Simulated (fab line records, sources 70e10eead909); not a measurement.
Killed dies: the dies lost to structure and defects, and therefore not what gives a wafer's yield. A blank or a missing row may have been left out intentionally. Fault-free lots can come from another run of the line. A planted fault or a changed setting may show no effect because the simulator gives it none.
fab line records	flow nand_harc	part 1 of 2: steps 1 to 25 of 35
[record] lots = 5	wafers = 15	last_day = 30
route steps=1302 shown A_STAIRCASE@866 A_SGD_CUT@890
lots untouched by any fault: they come from a run of this same line in which no faults occurred
start_h: the number of hours between the record's first day and the start of the first shown wafer of the lot	wait_h: how many hours have passed since the lot's step before this one	" repeats the value in the row above	L1.1+2: one row covering several wafers at once	- either no value or no given start	* or withheld: withheld	< > ~ a bound
route shown NAME@n: names a module that has steps shown in the file, with the first one's number in the route	usual: mean/standard deviation taken from wafers without a fault	same: alike in all rows	chamber/n: place in a boat	sites: readings site by site	_std_site: how widely they spread, as a standard deviation	_edge_site: inner sites' mean taken away from outer sites' mean	radius_mm: how far each site lies from the wafer's centre	mask NAME#n: copy n	behind: the most recent tool/chamber to have shaped the wafer	hold: why the lot was held/for how many hours/how that ended	device: which transistor (n, p or np) failed to switch	end of line: the route-end tests of the same wafers	a step without rows: its recipe alone	killed: dies that structure and defects cost at the first sort, which is not the same as the wafer's yield	map: dies across one wafer; x = killed, . = not, _ = none there
set.NAME: the setting as run; set.NAME@STEP: as run at that earlier step	model.NAME: the simulator's own value behind a step, which no gauge read
lots at some steps of the route; a table a step, a row a wafer
services: when a tool's chamber went out of use (start_h, in hours from the record's first day, below 0 if earlier), for how many hours, and the reason
[[steps]]
[step NHARC_A_STAIRCASE_DEVELOP_440]
[recipe] time_s = 140
[same] time_s = 140
lot.wafer	tool	chamber	start_h	wait_h
L078.1+2+5	litho_track-03	0	-	-
L080.2+4+5	litho_track-02	0	-	-
L083.2+4+6	litho_track-03	0	-	-
L084.1+2+3	litho_track-02	0	-	-
L090.2+3+6	litho_track-03	0	-	-
[step NHARC_A_STAIRCASE_HARDBAKE_442]
[recipe] temp_c = 120	time_s = 140
[usual] heater_power_total_W = 127.30/0.21
[same] time_s = 140
lot.wafer	tool	chamber	start_h	wait_h	heater_power_total_W
L078.1	litho_track-02	0	467.83	-	127.39
L078.2	"	0	"	"	127.00
L078.5	"	0	"	"	127.28
L080.2	litho_track-03	0	503.02	-	127.09
L080.4	"	0	"	"	127.53
L080.5	"	0	"	"	126.96
L083.2	litho_track-07	0	503.06	-	127.14
L083.4	"	0	"	"	127.10
L083.6	"	0	"	"	127.53
L084.1	litho_track-03	0	545.07	-	126.85
L084.2	"	0	"	"	127.61
L084.3	"	0	"	"	127.25
L090.2	litho_track-07	0	588.79	-	127.43
L090.3	"	0	"	"	127.34
L090.6	"	0	"	"	127.29
[step NHARC_A_STAIRCASE_DESCUM_443]
[recipe] time_s = 3	o2_flow_sccm = 200	ar_flow_sccm = 0	bias_power_w = 0	chemistry = O2
[usual] drypump_motor_current_A = 5.8/0.47	oes_product_au = 1.000/0.0088	rf_vpp_V = 57.8/0.88	showerhead_plenum_p_Torr = 1.95/0.11	throttle_valve_pct = 11.311/0.0087
[same] time_s = 3
lot.wafer	tool	chamber	start_h	wait_h	drypump_motor_current_A	oes_product_au	rf_hours_counter_h	rf_vpp_V	showerhead_plenum_p_Torr	throttle_valve_pct
L078.1	rie_diel-03	1	467.95	-	6.1	1.003	0	58.4	2.08	11.300
L078.2	"	2	"	"	6.0	1.008	0	57.2	2.05	11.320
L078.5	"	3	"	"	6.6	1.002	-	58.2	2.06	11.315
L080.2	rie_diel-07	1	503.13	-	5.8	1.004	7	57.8	2.05	11.308
L080.5	"	1	"	"	5.8	1.013	-	59.5	2.05	11.307
L080.4	"	2	"	"	5.8	0.990	-	57.4	1.78	11.300
L083.2	rie_diel-07	2	503.20	-	5.7	0.998	6	56.2	1.78	11.315
L083.6	"	2	"	"	5.7	1.002	-	56.9	1.78	11.294
L083.4	"	3	"	"	6.2	1.001	-	57.9	1.97	11.330
L084.1	rie_diel-07	1	545.17	-	5.8	1.008	24	58.3	2.05	11.310
L084.3	"	3	"	"	6.1	1.003	21	56.6	1.96	11.297
L084.2	"	0	"	"	5.9	0.998	19	56.7	1.98	11.306
L090.2	rie_diel-07	2	588.88	-	5.7	1.009	37	56.3	1.77	11.302
L090.3	"	0	"	"	5.9	0.989	37	57.9	1.97	11.318
L090.6	"	1	"	"	5.8	0.995	-	58.6	2.04	11.314
[step NHARC_A_STAIRCASE_ETCH_444]
[recipe] target_depth_a = 2.04e+05	time_s = 6800	c4f8_flow_sccm = 20	o2_flow_sccm = 10	ar_flow_sccm = withheld	rf_w = 600	bias_w = 1000	chemistry = C4F8/O2
[usual] oes_product_au = 0.934/0.018	rf_vpp_V = 809/5.9
[same] time_s = 6800
lot.wafer	tool	chamber	start_h	wait_h	oes_product_au	rf_hours_counter_h	rf_vpp_V
L078.1	rie_diel-03	3	468.07	0.1	0.950	1	815
L078.2	"	0	"	"	0.959	1	798
L078.5	"	3	469.99	2.0	0.960	-	815
L080.2	rie_diel-07	1	503.48	0.3	0.941	8	815
L080.5	"	1	505.37	2.2	0.934	-	814
L080.4	"	3	506.63	3.4	0.942	-	810
L083.4	rie_diel-07	1	508.24	5.0	0.927	12	813
L083.2	"	2	"	"	0.924	11	799
L083.6	"	1	510.15	6.9	0.929	-	815
L084.2	rie_diel-07	3	545.73	0.5	0.919	22	810
L084.1	"	0	"	"	0.977	20	810
L084.3	"	1	"	"	0.931	25	815
L090.2	rie_diel-07	2	589.43	0.5	0.929	38	798
L090.3	"	3	"	"	0.919	42	809
L090.6	"	2	591.32	2.4	0.933	-	799
[step NHARC_A_STAIRCASE_STRIP_446]
[recipe] power_w = 1500	temp_c = 250	chemistry = O2
[usual] drypump_motor_current_A = 5.7/0.84	heater_power_w = 354/24
lot.wafer	tool	chamber	start_h	wait_h	drypump_motor_current_A	heater_power_w	rf_hours_counter_h
L078.2	plasma_asher-01	0	472.53	0.1	5.3	387	25
L078.1	"	1	"	"	6.4	393	25
L078.5	"	1	"	"	6.3	391	-
L080.2	plasma_asher-02	1	508.86	0.1	6.6	323	13
L080.4	"	0	"	"	4.7	353	-
L080.5	"	1	"	"	6.6	318	-
L083.2	plasma_asher-01	0	512.22	0.1	5.4	389	34
L083.4	"	1	"	"	6.3	382	-
L083.6	"	1	"	"	6.3	388	-
L084.1	plasma_asher-02	1	549.66	0.0	6.6	326	21
L084.2	"	0	"	"	4.7	359	21
L084.3	"	0	"	"	4.7	359	-
L090.2	plasma_asher-02	1	593.39	0.1	6.6	325	31
L090.3	"	0	"	"	4.7	366	-
L090.6	"	0	"	"	4.7	347	-
[step NHARC_A_STAIRCASE_STRIP_447]
[recipe] time_s = 900	temp_c = 130	chemistry = SPM
[same] time_s = 900
lot.wafer	tool	chamber	start_h	wait_h
L078.2+1+5	wet_bench-09	2,4,5	472.88	0.3
L080.4+2+5	wet_bench-07	3,5,6	509.16	0.2
L083.2+4+6	wet_bench-09	5,6,7	512.54	0.3
L084.3+1+2	wet_bench-09	1,2,5	550.01	0.2
L090.6+2+3	wet_bench-02	3,5,6	593.69	0.1
[step NHARC_A_STAIRCASE_PRECLEAN_448]
[recipe] time_s = *	temp_c = 50	bath_age_min = 0	chemistry = SC1
[same] bath_age_min = 0	time_s = *
lot.wafer	tool	chamber	start_h	wait_h
L078.2+1+5	wet_bench-09	2,4,5	-	-
L080.4+2+5	wet_bench-07	3,5,6	-	-
L083.2+4+6	wet_bench-09	5,6,7	-	-
L084.3+1+2	wet_bench-09	1,2,5	-	-
L090.6+2+3	wet_bench-02	3,5,6	-	-
[step NHARC_A_STAIRCASE_SRD_449]
lot.wafer	tool	chamber	start_h	wait_h
L078.2+1+5	wet_bench-09	2,4,5	-	-
L080.4+2+5	wet_bench-07	3,5,6	-	-
L083.2+4+6	wet_bench-09	5,6,7	-	-
L084.3+1+2	wet_bench-09	1,2,5	-	-
L090.6+2+3	wet_bench-02	3,5,6	-	-
[step NHARC_A_STAIRCASE_CMP_450]
[recipe] target_thk_nm = 200	material = SiO2
[usual] motor_current_A = 11.6/1.6
lot.wafer	tool	chamber	start_h	wait_h	motor_current_A
L078.2	cmp-02	0	473.34	-	10.9
L078.1	"	2	"	"	13.9
L078.5	"	3	"	"	12.3
L080.4	cmp-02	0	509.63	-	10.7
L080.2	"	1	"	"	9.6
L080.5	"	3	"	"	10.8
L083.2	cmp-04	3	512.99	-	12.7
L083.4	"	0	"	"	8.9
L083.6	"	3	"	"	12.5
L084.3	cmp-03	2	550.46	-	10.8
L084.2	"	0	"	"	11.8
L084.1	"	1	"	"	12.7
L090.2	cmp-04	2	594.16	-	11.2
L090.3	"	3	"	"	12.6
L090.6	"	1	"	"	15.0
[step NHARC_A_STAIRCASE_CMP_152]
[usual] motor_current_A = 11.5/1.6
lot.wafer	tool	chamber	start_h	wait_h	motor_current_A
L078.2	cmp-02	0	473.41	0.1	10.1
L078.1	"	2	"	"	14.0
L078.5	"	3	"	"	11.4
L080.4	cmp-02	0	509.71	0.1	10.3
L080.2	"	1	"	"	9.7
L080.5	"	3	"	"	11.8
L083.2	cmp-04	3	513.06	0.1	12.5
L083.4	"	0	"	"	9.2
L083.6	"	3	"	"	12.8
L084.3	cmp-03	2	550.53	0.1	11.0
L084.2	"	0	"	"	11.9
L084.1	"	1	"	"	12.5
L090.2	cmp-04	2	594.23	0.1	10.6
L090.3	"	3	"	"	12.7
L090.6	"	1	"	"	15.9
[step NHARC_A_STAIRCASE_SRD_154]
lot.wafer	tool	chamber	start_h	wait_h
L078.1+2+5	wet_bench-09	7,2,4	473.69	0.0
L080.4+5+2	wet_bench-09	5,7,1	509.97	0.0
L083.2+6+4	wet_bench-02	5,6,7	513.35	0.0
L084.2+3+1	wet_bench-09	6,0,3	550.82	0.0
L090.6+2+3	wet_bench-02	0,2,4	594.51	0.0
[step NHARC_A_STAIRCASE_ETCH_403]
[recipe] target_depth_a = 1082	chemistry = dHF	material = SiO2
lot.wafer	tool	chamber	start_h	wait_h
L078.1+2+5	wet_bench-09	7,2,4	473.72	0.0
L080.4+5+2	wet_bench-09	5,7,1	509.99	0.0
L083.2+6+4	wet_bench-02	5,6,7	513.38	0.0
L084.2+3+1	wet_bench-09	6,0,3	550.84	0.0
L090.6+2+3	wet_bench-02	0,2,4	594.53	0.0
[step NHARC_A_STAIRCASE_ETCHBACK_422]
[recipe] target_depth_a = 400	over_etch_frac = 0.3	time_s = 74.286	ion_energy_ev = 120	ch3f_flow_sccm = 50	o2_flow_sccm = 30	ar_flow_sccm = 200	rf_w = 500	bias_w = 100	chemistry = CH3F/O2
[usual] ch3f_flow_sccm = 49.99/0.15	drypump_motor_current_A = 5.9/0.44	oes_product_au = 0.97/0.038	rf_vpp_V = 245.1/2	showerhead_plenum_p_Torr = 2.52/0.14	throttle_valve_pct = 20.664/0.009
[same] over_etch_frac = 0.3	time_s = 74.286
lot.wafer	tool	chamber	start_h	wait_h	ch3f_flow_sccm	drypump_motor_current_A	oes_product_au	rf_hours_counter_h	rf_vpp_V	showerhead_plenum_p_Torr	throttle_valve_pct
L078.1	rie_diel-03	3	473.87	0.1	50.35	6.6	1.01	5	246.2	2.64	20.655
L078.2	"	2	"	"	49.96	6.1	1.01	3	246.3	2.62	20.658
L078.5	"	0	"	"	50.01	5.7	1.01	-	242.9	2.29	20.656
L080.2	rie_diel-03	0	510.14	0.1	50.00	5.7	1.01	16	242.0	2.29	20.664
L080.4	"	3	"	"	50.18	6.6	1.01	20	247.0	2.63	20.655
L080.5	"	1	"	"	49.96	6.1	1.00	-	247.1	2.65	20.649
L083.4	rie_diel-03	2	513.54	0.2	50.06	6.1	1.02	18	244.6	2.62	20.670
L083.2	"	3	"	"	50.15	6.6	1.02	20	247.1	2.63	20.652
L083.6	"	1	"	"	50.05	6.1	1.00	-	248.1	2.65	20.660
L084.3	rie_diel-03	0	550.99	0.1	49.64	5.7	0.93	23	242.8	2.29	20.667
L084.1	"	1	"	"	50.14	6.0	0.92	23	247.1	2.65	20.664
L084.2	"	2	"	"	50.03	6.1	0.93	24	246.3	2.61	20.654
L090.3	rie_diel-07	1	594.68	0.1	49.94	5.8	1.00	44	246.6	2.61	20.673
L090.2	"	3	"	"	50.09	6.1	1.00	43	245.5	2.51	20.667
L090.6	"	2	"	"	50.22	5.7	1.00	-	242.3	2.27	20.655
[step NHARC_A_STAIRCASE_ETCH_423]
[recipe] target_depth_a = 300	chemistry = dHF	material = SiO2
lot.wafer	tool	chamber	start_h	wait_h
L078.2+5+1	wet_bench-02	7,2,4	474.03	0.1
L080.5+2+4	wet_bench-09	7,0,4	510.30	0.1
L083.4+2+6	wet_bench-02	3,7,0	513.69	0.1
L084.1+2+3	wet_bench-07	0,4,5	551.15	0.1
L090.2+3+6	wet_bench-02	7,1,2	594.86	0.1
[step NHARC_A_STAIRCASE_ETCHBACK_157]
[recipe] target_depth_a = 900	over_etch_frac = 0.3	time_s = 167.14	ion_energy_ev = 120	ch3f_flow_sccm = 50	o2_flow_sccm = 30	ar_flow_sccm = 200	rf_w = 500	bias_w = 100	chemistry = CH3F/O2
[usual] ch3f_flow_sccm = 50.01/0.17	drypump_motor_current_A = 5.8/0.54	oes_product_au = 0.98/0.033	rf_vpp_V = 245.1/2.1	showerhead_plenum_p_Torr = 2.52/0.13	throttle_valve_pct = 20.664/0.0095
[same] over_etch_frac = 0.3	time_s = 167.14
lot.wafer	tool	chamber	start_h	wait_h	ch3f_flow_sccm	drypump_motor_current_A	oes_product_au	rf_hours_counter_h	rf_vpp_V	showerhead_plenum_p_Torr	throttle_valve_pct
L078.2	rie_diel-05	0	474.23	0.2	50.37	4.7	1.00	20	244.2	2.51	20.659
L078.1	"	3	"	"	49.95	5.3	1.00	18	243.0	2.48	20.657
L078.5	"	1	"	"	50.00	5.5	0.98	-	243.2	2.34	20.657
L080.2	rie_diel-03	1	510.50	0.2	50.13	6.1	1.00	15	246.6	2.65	20.679
L080.4	"	3	"	"	49.90	6.7	1.01	20	246.7	2.63	20.667
L080.5	"	1	"	"	50.06	6.1	0.99	-	246.3	2.65	20.673
L083.2	rie_diel-03	3	513.90	0.2	50.36	6.6	1.02	20	247.2	2.63	20.658
L083.4	"	1	"	"	49.62	6.1	1.00	16	244.5	2.65	20.666
L083.6	"	3	"	"	50.38	6.7	1.00	-	246.0	2.63	20.673
L084.3	rie_diel-03	3	551.39	0.2	49.90	6.7	0.98	26	247.1	2.63	20.683
L084.1	"	0	"	"	49.85	5.7	0.98	23	242.5	2.29	20.655
L084.2	"	2	"	"	50.13	6.0	0.99	24	244.1	2.61	20.686
L090.2	rie_diel-07	2	595.07	0.2	50.16	5.7	1.00	42	241.9	2.27	20.661
L090.3	"	0	"	"	49.91	5.9	0.99	39	246.3	2.53	20.661
L090.6	"	1	"	"	49.87	5.8	1.00	-	246.7	2.61	20.665
[step NHARC_A_STAIRCASE_STRIP_475]
[recipe] time_s = 20	o2_flow_sccm = 500	ar_flow_sccm = 0	bias_w = 0	chemistry = O2
[usual] drypump_motor_current_A = 5.9/0.53	oes_product_au = 1.001/0.0094	rf_vpp_V = 57.9/0.99	showerhead_plenum_p_Torr = 3.61/0.18	throttle_valve_pct = 17.036/0.0087
[same] time_s = 20
lot.wafer	tool	chamber	start_h	wait_h	drypump_motor_current_A	oes_product_au	rf_hours_counter_h	rf_vpp_V	showerhead_plenum_p_Torr	throttle_valve_pct
L078.1	rie_diel-05	0	-	-	4.7	1.005	20	55.9	3.60	17.039
L078.2	"	3	"	"	5.4	0.987	18	58.8	3.56	17.040
L078.5	"	1	"	"	5.5	0.984	-	56.9	3.36	17.035
L080.2	rie_diel-03	2	-	-	6.1	1.013	18	59.6	3.75	17.043
L080.4	"	0	"	"	5.7	1.009	17	56.0	3.29	17.042
L080.5	"	2	"	"	6.1	1.010	-	58.8	3.75	17.033
L083.2	rie_diel-03	0	-	-	5.7	1.011	17	57.2	3.29	17.033
L083.4	"	2	"	"	6.1	1.012	18	58.0	3.75	17.034
L083.6	"	0	"	"	5.7	1.012	-	57.0	3.29	17.043
L084.1	rie_diel-03	0	-	-	5.7	0.998	23	56.5	3.29	17.021
L084.2	"	1	"	"	6.0	0.998	23	58.2	3.79	17.034
L084.3	"	3	"	"	6.7	1.001	26	59.8	3.76	17.043
L090.3	rie_diel-07	2	-	-	5.7	0.998	42	56.9	3.27	17.023
L090.2	"	3	"	"	6.1	1.002	43	57.6	3.60	17.052
L090.6	"	1	"	"	5.8	0.985	-	58.4	3.74	17.037
[step NHARC_A_STAIRCASE_DEP_471]
[recipe] target_thk_a = 1000	temp_c = 400	pressure_torr = 6.5	rf_w = 900	teos_flow_sccm = 161.4	flow_sccm = 2650	target_thk_nm = 100	gas = O2	material = SiO2
[usual] heater_power_w = 563/88	susceptor_temp_C = 399.99/0.23	throttle_valve_pct = 15.9/0.5
lot.wafer	tool	chamber	start_h	wait_h	heater_power_w	susceptor_temp_C	throttle_valve_pct
L078.1	pecvd-02	0	474.52	-	755	399.93	16.0
L078.2	"	1	"	"	535	399.84	15.1
L078.5	"	2	"	"	604	399.88	16.2
L080.2	pecvd-03	2	510.83	-	433	400.05	16.2
L080.4	"	0	"	"	663	400.04	15.4
L080.5	"	2	"	"	420	399.89	16.2
L083.2	pecvd-04	1	514.17	-	559	399.94	16.6
L083.6	"	2	"	"	531	399.95	16.0
L083.4	"	0	"	"	481	399.86	15.5
L084.1	pecvd-02	2	551.80	-	621	400.13	16.3
L084.2	"	0	"	"	772	400.25	15.9
L084.3	"	1	"	"	544	400.14	15.4
L090.2	pecvd-04	0	595.33	-	548	400.10	15.1
L090.3	"	2	"	"	573	400.33	16.1
L090.6	"	1	"	"	582	399.71	17.0
[step NHARC_A_STAIRCASE_CMP_472]
[recipe] material = SiO2
[usual] motor_current_A = 11.5/1.7
lot.wafer	tool	chamber	start_h	wait_h	motor_current_A
L078.1	cmp-02	0	474.79	0.2	10.7
L078.2	"	1	"	"	9.8
L078.5	"	0	"	"	10.7
L080.4	cmp-04	1	511.05	0.2	15.7
L080.2	"	3	"	"	12.2
L080.5	"	2	"	"	11.0
L083.2	cmp-04	0	514.48	0.3	9.0
L083.4	"	2	"	"	11.0
L083.6	"	3	"	"	13.2
L084.3	cmp-03	0	552.08	0.2	11.4
L084.1	"	1	"	"	12.7
L084.2	"	3	"	"	10.3
L090.2	cmp-02	1	595.60	0.2	9.6
L090.3	"	0	"	"	10.6
L090.6	"	1	"	"	10.2
[step NHARC_A_STAIRCASE_SRD_474]
lot.wafer	tool	chamber	start_h	wait_h
L078.1+5+2	wet_bench-09	5,6,2	475.05	0.0
L080.4+5+2	wet_bench-07	2,5,7	511.31	0.0
L083.2+4+6	wet_bench-02	1,3,5	514.71	0.0
L084.1+3+2	wet_bench-09	5,6,7	552.34	0.0
L090.3+6+2	wet_bench-02	6,0,2	595.86	0.0
[step NHARC_A_STAIRCASE_INSPECT_155]
[usual] raw_defect_count = 376/85
lot.wafer	tool	chamber	start_h	wait_h	raw_defect_count
L078.1	defect_inspect-02	-	475.15	0.1	491
L078.2	"	-	"	"	281
L078.5	"	-	"	"	366
L080.2	defect_inspect-02	-	511.39	0.1	387
L080.4	"	-	"	"	546
L080.5	"	-	"	"	399
L083.2	defect_inspect-01	-	514.80	0.1	330
L083.4	"	-	"	"	328
L083.6	"	-	"	"	241
L084.1	defect_inspect-02	-	552.42	0.1	415
L084.2	"	-	"	"	337
L084.3	"	-	"	"	351
L090.2	defect_inspect-01	-	595.94	0.1	288
L090.3	"	-	"	"	296
L090.6	"	-	"	"	232
[step NHARC_A_SGD_CUT_DEP_00]
[recipe] target_thk_a = 500	temp_c = 400	target_thk_nm = 50	flow_sccm = 200	rf_w = 450	material = SiNx
[usual] heater_power_w = 748/72	susceptor_temp_C = 400.03/0.24
lot.wafer	tool	chamber	start_h	wait_h	heater_power_w	susceptor_temp_C
L078.1	pecvd-02	2	475.32	0.2	664	400.06
L078.2	"	1	"	"	748	399.86
L078.5	"	1	"	"	764	399.95
L080.2	pecvd-02	0	511.49	0.1	883	400.08
L080.5	"	2	"	"	739	400.11
L080.4	"	0	"	"	895	399.87
L083.2	pecvd-01	1	514.89	0.1	626	400.30
L083.6	"	0	"	"	752	400.11
L083.4	"	1	"	"	616	400.15
L084.2	pecvd-04	0	552.52	0.1	696	399.35
L084.3	"	1	"	"	751	400.16
L084.1	"	2	"	"	657	399.58
L090.3	pecvd-01	0	596.04	0.1	750	400.34
L090.2	"	1	"	"	745	399.86
L090.6	"	1	"	"	737	399.90
[step NHARC_A_SGD_CUT_DEHYDRATE_01]
[recipe] temp_c = 150	time_s = 120
[usual] heater_power_total_W = 182.4/1.2
[same] time_s = 120
lot.wafer	tool	chamber	start_h	wait_h	heater_power_total_W
L078.1	litho_track-04	0	475.59	0.2	182.8
L078.2	"	0	"	"	184.0
L078.5	"	0	"	"	180.9
L080.2	litho_track-06	0	511.73	0.2	183.5
L080.4	"	0	"	"	182.1
L080.5	"	0	"	"	183.1
L083.2	litho_track-04	0	515.14	0.2	183.8
L083.4	"	0	"	"	183.3
L083.6	"	0	"	"	180.8
L084.1	litho_track-04	0	552.79	0.2	181.8
L084.2	"	0	"	"	180.6
L084.3	"	0	"	"	181.1
L090.2	litho_track-06	0	596.28	0.2	182.6
L090.3	"	0	"	"	182.5
L090.6	"	0	"	"	180.6
[step NHARC_A_SGD_CUT_HMDS_02]
[recipe] time_s = 30
[same] time_s = 30
lot.wafer	tool	chamber	start_h	wait_h
L078.1+2+5	litho_track-04	0	-	-
L080.2+4+5	litho_track-06	0	-	-
L083.2+4+6	litho_track-04	0	-	-
L084.1+2+3	litho_track-04	0	-	-
L090.2+3+6	litho_track-06	0	-	-
[step NHARC_A_SGD_CUT_COAT_56]
[recipe] temp_c = 260	time_s = 75
[usual] heater_power_total_W = 486.9/1.7
[same] time_s = 75
lot.wafer	tool	chamber	start_h	wait_h	heater_power_total_W
L078.1	litho_track-04	0	-	-	489.2
L078.2	"	0	"	"	484.8
L078.5	"	0	"	"	489.1
L080.2	litho_track-06	0	-	-	484.8
L080.4	"	0	"	"	488.3
L080.5	"	0	"	"	485.1
L083.2	litho_track-04	0	-	-	484.6
L083.4	"	0	"	"	488.8
L083.6	"	0	"	"	486.7
L084.1	litho_track-04	0	-	-	485.8
L084.2	"	0	"	"	488.9
L084.3	"	0	"	"	486.7
L090.2	litho_track-06	0	-	-	489.4
L090.3	"	0	"	"	489.5
L090.6	"	0	"	"	489.0
[step NHARC_A_SGD_CUT_COAT_57]
[recipe] temp_c = 225	time_s = 65
[usual] heater_power_total_W = 446.7/1.9
[same] time_s = 65
lot.wafer	tool	chamber	start_h	wait_h	heater_power_total_W
L078.1	litho_track-04	0	-	-	444.5
L078.2	"	0	"	"	444.1
L078.5	"	0	"	"	449.4
L080.2	litho_track-06	0	-	-	445.3
L080.4	"	0	"	"	449.6
L080.5	"	0	"	"	446.3
L083.2	litho_track-04	0	-	-	446.0
L083.4	"	0	"	"	447.8
L083.6	"	0	"	"	445.0
L084.1	litho_track-04	0	-	-	447.1
L084.2	"	0	"	"	449.7
L084.3	"	0	"	"	445.5
L090.2	litho_track-06	0	-	-	445.7
L090.3	"	0	"	"	447.9
L090.6	"	0	"	"	446.1
